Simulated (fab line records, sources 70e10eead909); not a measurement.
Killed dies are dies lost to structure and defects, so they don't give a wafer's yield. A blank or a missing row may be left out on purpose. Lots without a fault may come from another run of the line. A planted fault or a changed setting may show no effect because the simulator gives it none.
Which tool did it? | flow nand_harc | 6 lots, 18 wafers sampled, at 2 steps of a route of 1159

WHAT THE GAUGES READ, wafer by wafer
NHARC_A_CONTACT_INSPECT_44.
lot  | measured     | on                | raw_defect_count
L399 | day 16 23:38 | defect_inspect-01 | 33 27 18
L398 | day 17 05:07 | defect_inspect-02 | 4 10 6
L402 | day 18 12:32 | defect_inspect-02 | 35 37 41
L408 | day 19 08:23 | defect_inspect-01 | 55 1348 53
L414 | day 21 17:40 | defect_inspect-01 | 59 54 65
L417 | day 22 06:38 | defect_inspect-01 | 49 40 37

WHICH TOOL RAN EACH LOT (tool, then ch and the chambers of the sampled wafers, then the start)
lot  | NHARC_A_CONTACT_DEP_29
L399 | pecvd-03 ch 0,1,2, day 16 22:56
L398 | pecvd-01 ch 0,1,2, day 17 04:25
L402 | pecvd-04 ch 0,1,2, day 18 11:41
L408 | pecvd-01 ch 0,1, day 19 07:32
L414 | pecvd-04 ch 1,2, day 21 16:51
L417 | pecvd-04 ch 0,1,2, day 22 05:49
- NHARC_A_CONTACT_DEP_29: deposits SiON, target thk 70 nm.

THE ANSWER, worked out from the rows above alone
Rule: what is usual is taken from the lots themselves. Put in order of their means at a reading, lots are off if they are a third of the lots or fewer, leave a main group of 4 or more, and stand apart from it by a gap of 3 or more times the standard deviation of the main group's means; of several such gaps the widest counts. A main group whose means are all the same, to the digits that the tables above print for the reading, isn't used. A lot without any number at a reading at which 4 lots or more have one is off too. The other lots that the step has rows for count as sound.
Off: L408, at NHARC_A_CONTACT_INSPECT_44 (raw_defect_count). The main group: mean 34, standard deviation 17.
A tool fits if, at a process step before that reading, it ran every lot that is off, and no sound lot after the first of them. The gauges at NHARC_A_CONTACT_INSPECT_44 are tried like those tools. One fits: pecvd-01 at NHARC_A_CONTACT_DEP_29. Its last sound lot is L398 (day 17 04:25), its first lot that is off L408 (day 19 07:32): a fault that began between those two fits.

WHAT THE SIMULATOR HAD PUT IN
Chamber particle source: pecvd-01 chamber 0, from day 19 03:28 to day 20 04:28, at NHARC_A_CONTACT_DEP_29. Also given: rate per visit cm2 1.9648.
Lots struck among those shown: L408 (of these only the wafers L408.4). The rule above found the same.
